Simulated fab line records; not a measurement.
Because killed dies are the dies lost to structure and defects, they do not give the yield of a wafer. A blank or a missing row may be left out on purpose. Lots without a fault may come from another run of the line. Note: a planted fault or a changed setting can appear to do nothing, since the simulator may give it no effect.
fab line records ; flow n5Finfet
record: lots: 9; wafers: 27; lastDay: 16
route steps=1938 shown BEOL_M2@883 BEOL_M4@1111
lots untouched by any fault: they come from a run of this same line in which no faults occurred
startH: the number of hours between the record's first day and the start of the first shown wafer of the lot ; waitH: time in hours since the lot's previous step ; " repeats the value in the row above ; L1.1+2: one row covering several wafers at once ; - no value, or no start was given ; * or withheld: withheld ; < > ~ a bound
route shown NAME@n: NAME is a module with steps in the file, n the number in the route of the first one ; usual: mean/standard deviation of fault-free wafers ; same: alike in all rows ; chamber/n: place in a boat ; sites: each site's reading ; _std_site: their standard deviation ; _edge_site: mean of outer sites minus mean of inner sites ; radiusMm: for every site, how far away it sits from the centre of the wafer ; mask NAME#n: copy n ; behind: the last tool/chamber to shape the wafer ; hold: why the lot went on hold/how many hours it stayed there/how the hold came to an end ; device: names the non-switching transistor (n, p or np) ; end of line: at the end of the route, the tests of the same wafers ; where a step has no rows: the recipe by itself ; killed: the dies lost at the first sort to structure and to defects; this is not the yield of the wafer ; map: shows each die of a wafer: x if killed, . if not, _ if none is there
set.NAME: the run value of the setting; set.NAME@STEP: its run value at that earlier step ; model.NAME: the simulator's own value behind a step, which no gauge read
steps of the route over a sample of lots; a table a step, a row a wafer
services: the hour from which a tool's chamber was out of use, counted from the record's first day as startH (under 0 if before that day), plus the number of hours and why
== steps ==
step: N5_BEOL_M2_ETCHBACK_99
recipe: chemistry: CHF3; target: SiO2; targetDepthA: 50; timeS: 10.4; sourceW: 215; biasW: 47; Ar_flow_sccm: 200; CHF3_flow_sccm: 12; ionEnergyEv: 100; pressureMtorr: 30
usual: CHF3_flow_sccm: 12.00/0.033; drypumpMotorCurrentA: 5.6/0.5; oesProductAu: 0.79/0.086; rfVppV: 241/3; showerheadPlenumPTorr: 2.15/0.075; throttleValvePct: 17.09/0.25
lot.wafer;tool;chamber;startH;waitH;CHF3_flow_sccm;drypumpMotorCurrentA;oesProductAu;rfHoursCounterH;rfVppV;showerheadPlenumPTorr;throttleValvePct
L316.2;rieDiel-01;1;138.09;9.3;12.04;5.7;0.67;248;236;2.11;17.25
L316.3;rieDiel-01;3;138.09;9.3;12.06;6.5;0.89;34;245;2.28;16.70
L316.5;rieDiel-01;0;138.09;9.3;11.99;5.6;0.74;-;241;2.12;17.21
L320.1;rieDiel-06;3;151.13;0.9;12.07;4.9;0.83;69;243;2.08;16.65
L320.2;rieDiel-06;1;151.13;0.9;12.00;5.4;0.81;93;245;2.18;17.07
L320.4;rieDiel-06;0;151.13;0.9;12.01;5.0;0.73;183;234;2.22;17.25
L322.2;rieDiel-03;1;175.70;1.5;12.02;4.8;0.80;99;241;2.10;16.78
L322.3;rieDiel-03;2;175.70;1.5;12.03;5.8;0.71;208;241;2.05;17.30
L322.4;rieDiel-03;3;175.70;1.5;11.98;5.8;0.95;13;243;2.19;16.96
L324.1;rieDiel-03;2;181.48;1.1;11.99;5.8;0.70;210;241;2.05;17.32
L324.3;rieDiel-03;1;181.48;1.1;12.01;4.8;0.79;101;241;2.10;16.80
L324.6;rieDiel-03;3;181.48;1.1;11.97;5.8;0.94;-;244;2.19;16.97
L325.1;rieDiel-03;2;197.72;9.2;11.99;5.8;0.71;217;243;2.05;17.33
L325.2;rieDiel-03;1;197.72;9.2;12.03;4.9;0.79;107;242;2.09;16.81
L325.3;rieDiel-03;3;197.72;9.2;12.01;5.8;0.92;21;242;2.19;16.96
L330.1;rieDiel-03;3;225.79;0.3;11.98;5.8;0.89;33;242;2.19;17.01
L330.2;rieDiel-03;0;225.79;0.3;12.03;6.3;0.70;234;242;2.21;17.30
L330.4;rieDiel-03;3;225.79;0.3;11.98;5.8;0.90;-;242;2.19;17.01
L334.1;rieDiel-01;0;243.47;1.9;12.02;5.6;0.70;233;240;2.11;17.27
L334.2;rieDiel-01;3;243.47;1.9;12.06;6.5;0.83;74;245;2.26;16.76
L334.5;rieDiel-01;1;243.47;1.9;11.97;5.7;0.90;-;236;2.10;16.85
L335.4;rieDiel-01;1;246.51;1.2;12.04;5.8;0.90;30;234;2.10;16.86
L335.5;rieDiel-01;3;246.51;1.2;12.01;6.5;0.82;-;245;2.26;16.78
L335.6;rieDiel-01;2;246.51;1.2;11.98;5.1;0.76;-;236;2.26;17.43
L336.2;rieDiel-06;2;255.05;0.6;11.99;5.2;0.77;139;244;2.06;17.15
L336.3;rieDiel-06;0;255.05;0.6;11.95;5.0;0.70;212;236;2.21;17.31
L336.4;rieDiel-06;2;255.05;0.6;11.93;5.2;0.78;-;243;2.06;17.17
step: N5_BEOL_M2_VIA_ETCH_34
recipe: chemistry: C4F6/O2; targetDepthA: 694; maskMaterial: SOC; pressureMtorr: 15; ionEnergyEv: 250; taperDeg: 4; timeS: 65.9; sourceW: 350; biasW: 170; Ar_flow_sccm: 300; C4F6_flow_sccm: 10; O2_flow_sccm: 10
usual: O2_flow_sccm: 9.996/0.027; drypumpMotorCurrentA: 5.6/0.5; oesProductAu: 0.79/0.086; rfVppV: 666/8.1; showerheadPlenumPTorr: 2.84/0.096; throttleValvePct: 30.79/0.25
lot.wafer;tool;chamber;startH;waitH;O2_flow_sccm;drypumpMotorCurrentA;oesProductAu;rfHoursCounterH;rfVppV;showerheadPlenumPTorr;throttleValvePct
L316.2;rieDiel-01;1;138.24;0.0;10.021;5.7;0.67;248;651;2.79;30.83
L316.3;rieDiel-01;3;138.24;0.0;9.997;6.5;0.88;34;675;3.00;30.41
L316.5;rieDiel-01;0;138.24;0.0;9.938;5.7;0.74;-;667;2.80;30.67
L320.1;rieDiel-06;3;151.27;0.0;9.958;4.9;0.82;69;674;2.75;30.44
L320.2;rieDiel-06;1;151.27;0.0;9.973;5.4;0.80;93;677;2.88;30.90
L320.4;rieDiel-06;0;151.27;0.0;10.004;5.0;0.73;183;650;2.93;31.02
L322.2;rieDiel-03;1;175.84;0.0;9.982;4.8;0.81;99;664;2.77;30.55
L322.3;rieDiel-03;2;175.84;0.0;9.993;5.8;0.71;208;668;2.72;31.08
L322.4;rieDiel-03;3;175.84;0.0;9.990;5.8;0.95;13;670;2.90;30.67
L324.1;rieDiel-03;2;181.63;0.0;9.947;5.7;0.71;210;670;2.72;31.07
L324.3;rieDiel-03;1;181.63;0.0;9.956;4.8;0.79;101;665;2.77;30.54
L324.6;rieDiel-03;3;181.63;0.0;9.999;5.8;0.95;-;670;2.90;30.66
L325.1;rieDiel-03;2;197.87;0.0;9.988;5.8;0.70;217;667;2.71;31.08
L325.2;rieDiel-03;1;197.87;0.0;9.970;4.9;0.79;107;665;2.77;30.56
L325.3;rieDiel-03;3;197.87;0.0;10.033;5.8;0.92;21;672;2.89;30.67
L330.1;rieDiel-03;3;225.94;0.0;9.994;5.8;1.15;33;671;2.89;30.72
L330.2;rieDiel-03;0;225.94;0.0;10.026;6.3;0.69;234;668;2.91;30.95
L330.4;rieDiel-03;3;225.94;0.0;9.985;5.8;0.89;-;668;2.89;30.67
L334.1;rieDiel-01;0;243.61;0.0;10.040;5.6;0.70;233;668;2.79;30.72
L334.2;rieDiel-01;3;243.61;0.0;9.991;6.5;0.83;74;675;2.98;30.45
L334.5;rieDiel-01;1;243.61;0.0;9.976;5.7;0.89;-;652;2.78;30.62
L335.4;rieDiel-01;1;246.65;0.0;9.986;5.7;0.89;30;650;2.78;30.60
L335.5;rieDiel-01;3;246.65;0.0;9.966;6.5;0.83;-;676;2.98;30.47
L335.6;rieDiel-01;2;246.65;0.0;9.963;5.1;0.76;-;656;2.98;31.21
L336.2;rieDiel-06;2;255.19;0.0;9.989;5.2;0.77;139;673;2.73;30.76
L336.3;rieDiel-06;0;255.19;0.0;10.024;5.0;0.70;213;651;2.92;31.04
L336.4;rieDiel-06;2;255.19;0.0;9.952;5.2;0.77;-;672;2.73;30.77
step: N5_BEOL_M2_STRIP_97
recipe: chemistry: N2/H2; timeS: 10; powerW: 450; tempC: 40; pressureMtorr: 20; rfFrequencyHz: 6e+07; biasPowerW: 7; n2FlowSccm: 200; h2FlowSccm: 200
usual: drypumpMotorCurrentA: 5.6/0.5; oesProductAu: 0.79/0.088; rfVppV: 59.2/0.92; showerheadPlenumPTorr: 2.54/0.094; throttleValvePct: 23.69/0.29
lot.wafer;tool;chamber;startH;waitH;drypumpMotorCurrentA;oesProductAu;rfHoursCounterH;rfVppV;showerheadPlenumPTorr;throttleValvePct
L316.2;rieDiel-01;1;-;-;5.7;0.67;248;59.3;2.50;23.92
L316.3;rieDiel-01;3;-;-;6.6;0.88;34;60.3;2.70;23.36
L316.5;rieDiel-01;0;-;-;5.7;0.73;-;59.7;2.51;23.64
L320.1;rieDiel-06;3;-;-;4.9;0.83;69;58.2;2.48;23.78
L320.2;rieDiel-06;1;-;-;5.4;0.80;93;59.6;2.55;23.54
L320.4;rieDiel-06;0;-;-;5.0;0.74;183;60.4;2.63;24.15
L322.2;rieDiel-03;1;-;-;4.8;0.80;99;58.3;2.45;23.14
L322.3;rieDiel-03;2;-;-;5.7;0.71;209;58.1;2.41;23.85
L322.4;rieDiel-03;3;-;-;5.8;0.95;13;58.8;2.58;23.47
L324.1;rieDiel-03;2;-;-;5.8;0.71;211;57.6;2.41;23.85
L324.3;rieDiel-03;1;-;-;4.9;0.81;101;59.7;2.45;23.15
L324.6;rieDiel-03;3;-;-;5.8;0.95;-;58.9;2.58;23.48
L325.1;rieDiel-03;2;-;-;5.7;0.70;217;59.2;2.40;23.84
L325.2;rieDiel-03;1;-;-;4.9;0.79;107;59.4;2.45;23.16
L325.3;rieDiel-03;3;-;-;5.8;0.94;21;60.5;2.58;23.49
L330.1;rieDiel-03;3;-;-;5.8;0.92;33;59.1;2.57;23.52
L330.2;rieDiel-03;0;-;-;6.3;0.70;234;59.2;2.62;24.00
L330.4;rieDiel-03;3;-;-;5.8;0.91;-;60.6;2.57;23.51
L334.1;rieDiel-01;0;-;-;5.6;0.70;233;59.0;2.49;23.68
L334.2;rieDiel-01;3;-;-;6.5;0.82;74;59.1;2.68;23.39
L334.5;rieDiel-01;1;-;-;5.7;0.90;-;59.4;2.48;23.64
L335.4;rieDiel-01;1;-;-;5.7;0.89;30;58.9;2.48;23.63
L335.5;rieDiel-01;3;-;-;6.5;0.82;-;60.3;2.68;23.41
L335.6;rieDiel-01;2;-;-;5.1;0.77;-;59.8;2.66;24.03
L336.2;rieDiel-06;2;-;-;5.2;0.77;139;57.9;2.45;23.96
L336.3;rieDiel-06;0;-;-;5.1;0.71;213;60.0;2.62;24.17
L336.4;rieDiel-06;2;-;-;5.2;0.78;-;59.9;2.45;23.94
step: N5_BEOL_M2_CD_MEAS_35
recipe: targetCdNm: 18; targetCdYNm: 22.2; polarity: opening
usual: cdNm: 17.9/0.35
lot.wafer;tool;chamber;startH;waitH;cdNm
L316.2;cdSem-02;-;138.65;0.0;18.1
L316.3;cdSem-02;-;138.65;0.0;18.7
L316.5;cdSem-02;-;138.65;0.0;18.3
L320.1;cdSem-02;-;151.68;0.0;18.0
L320.2;cdSem-02;-;151.68;0.0;17.6
L320.4;cdSem-02;-;151.68;0.0;17.8
L322.2;cdSem-01;-;176.25;0.0;17.9
L322.3;cdSem-01;-;176.25;0.0;18.2
L322.4;cdSem-01;-;176.25;0.0;18.1
L324.1;cdSem-02;-;182.03;0.0;17.3
L324.3;cdSem-02;-;182.03;0.0;18.7
L324.6;cdSem-02;-;182.03;0.0;18.1
L325.1;cdSem-02;-;198.27;0.0;18.0
L325.2;cdSem-02;-;198.27;0.0;18.4
L325.3;cdSem-02;-;198.27;0.0;17.7
L330.1;cdSem-02;-;226.34;0.0;17.7
L330.2;cdSem-02;-;226.34;0.0;18.1
L330.4;cdSem-02;-;226.34;0.0;17.8
L334.1;cdSem-02;-;244.02;0.0;17.8
L334.2;cdSem-02;-;244.02;0.0;18.2
L334.5;cdSem-02;-;244.02;0.0;17.2
L335.4;cdSem-02;-;247.07;0.0;17.3
L335.5;cdSem-02;-;247.07;0.0;17.1
L335.6;cdSem-02;-;247.07;0.0;17.5
L336.2;cdSem-03;-;255.60;0.0;18.0
L336.3;cdSem-03;-;255.60;0.0;17.7
L336.4;cdSem-03;-;255.60;0.0;18.3
step: N5_BEOL_M4_RC_MEAS_101
usual: DIBL_N: 36.3/1.7; DIBL_P: 36.5/1.8; IOFF_N: 0.16/0.033; IOFF_P: 0.21/0.037; ION_N: 675/11; ION_P: 462/7.9; SS_N: 71.6/0.64; SS_P: 73.3/0.68; VT_N: 249/3.3; VT_P: -250/3.3
lot.wafer;tool;chamber;startH;waitH;DIBL_N[mV/V];DIBL_P[mV/V];IOFF_N[nA/um];IOFF_P[nA/um];ION_N[uA/um];ION_P[uA/um];SS_N[mV/dec];SS_P[mV/dec];VT_N[mV];VT_P[mV]
L316.2;prober-01;0;159.47;0.2;35.4;36.0;0.14;0.19;666;457;71.4;73.2;253;-255
L316.3;prober-01;0;159.47;0.2;35.3;36.6;0.15;0.20;684;469;71.6;73.9;249;-252
L316.5;prober-01;0;159.47;0.2;34.9;36.1;0.15;0.19;678;466;71.6;73.7;253;-252
L320.1;prober-01;0;182.71;0.0;36.4;35.8;0.15;0.22;672;463;72.0;72.9;249;-248
L320.2;prober-01;0;182.71;0.0;38.2;38.6;0.19;0.26;682;470;71.9;74.6;245;-246
L320.4;prober-01;0;182.71;0.0;37.6;37.2;0.16;0.24;671;466;72.3;74.0;250;-245
L322.2;prober-01;0;202.29;0.2;37.3;38.4;0.18;0.24;680;466;72.3;72.8;247;-251
L322.3;prober-01;0;202.29;0.2;36.6;36.7;0.17;0.22;688;459;71.7;72.8;250;-253
L322.4;prober-01;0;202.29;0.2;37.0;37.8;0.17;0.24;676;465;72.3;73.0;249;-248
L324.1;prober-02;0;207.58;0.0;37.4;38.4;0.18;0.24;660;460;72.2;73.5;251;-247
L324.3;prober-02;0;207.58;0.0;35.1;34.8;0.14;0.18;658;445;71.9;72.8;254;-251
L324.6;prober-02;0;207.58;0.0;32.3;33.3;0.11;0.16;657;457;70.5;72.1;255;-254
L325.1;prober-02;0;223.77;0.1;34.4;34.8;0.11;0.16;662;448;70.0;72.8;253;-257
L325.2;prober-02;0;223.77;0.1;36.1;37.7;0.14;0.21;653;460;70.6;73.9;253;-251
L325.3;prober-02;0;223.77;0.1;36.9;38.2;0.15;0.20;662;450;71.1;73.8;251;-253
L330.1;prober-01;0;253.69;0.0;35.8;36.1;0.17;0.27;673;471;71.4;73.0;247;-244
L330.2;prober-01;0;253.69;0.0;39.6;39.5;0.23;0.32;683;470;71.9;73.3;245;-241
L330.4;prober-01;0;253.69;0.0;36.3;36.7;0.17;0.27;690;478;71.5;72.8;247;-243
L335.4;prober-01;0;267.91;0.5;37.3;36.6;0.16;0.23;678;472;71.4;72.5;254;-245
L335.5;prober-01;0;267.91;0.5;36.3;35.8;0.15;0.22;662;460;71.4;73.4;253;-248
L335.6;prober-01;0;267.91;0.5;37.3;36.4;0.17;0.23;667;464;71.9;73.5;249;-247
L334.1;prober-02;0;270.29;0.0;37.0;38.3;0.22;0.22;705;462;72.0;73.2;243;-251
L334.2;prober-02;0;270.29;0.0;38.2;39.1;0.23;0.23;686;456;72.5;73.7;244;-248
L334.5;prober-02;0;270.29;0.0;37.9;38.9;0.24;0.23;683;458;72.2;73.6;240;-250
L336.2;prober-02;0;288.09;0.2;33.4;33.1;0.13;0.17;682;465;71.4;72.7;251;-254
L336.3;prober-02;0;288.09;0.2;35.3;34.8;0.16;0.19;677;462;71.3;73.6;247;-251
L336.4;prober-02;0;288.09;0.2;34.3;33.9;0.14;0.18;672;459;71.9;73.2;250;-252
== services ==
tool;chamber;startH;hours;kind
rieDiel-03;3;115.55;-;clean
rieDiel-03;3;115.55;-;consumableReplace:focusRing
rieDiel-03;3;115.55;23.0;scheduledDown
rieDiel-03;3;115.55;23.0;ventCycle
rieDiel-03;2;140.46;3.9;repair
rieDiel-01;1;146.78;-;clean
rieDiel-01;1;146.78;-;consumableReplace:focusRing
rieDiel-01;1;146.78;13.0;scheduledDown
rieDiel-01;1;146.78;13.0;ventCycle
rieDiel-03;0;187.82;10.9;repair
rieDiel-06;0;188.36;17.2;repair
rieDiel-03;1;213.27;14.2;repair
rieDiel-03;0;218.88;6.2;repair
rieDiel-06;1;254.91;6.7;repair
== key ==
firstSign: step: N5_BEOL_M2_VIA_ETCH_34; reading: oesProductAu; direction: up; sigmas: 4.2; usual: 0.79; struck: 1.15
effect none on later readings
metAt N5_BEOL_M2_VIA_ETCH_34
struckLots L330
struckWafers L330.1
notActingAt N5_BEOL_M2_ETCHBACK_99,N5_BEOL_M2_STRIP_97,N5_BEOL_M2_CD_MEAS_35
onsetBetween 197.87 225.94
fault: kind: processParameterDrift; tool: rieDiel-03; chamber: -; onsetH: 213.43; steps: N5_BEOL_M2_VIA_ETCH_34; channel: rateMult; offset: 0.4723; shape: step; endH: 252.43; scope: struckWafersOnly
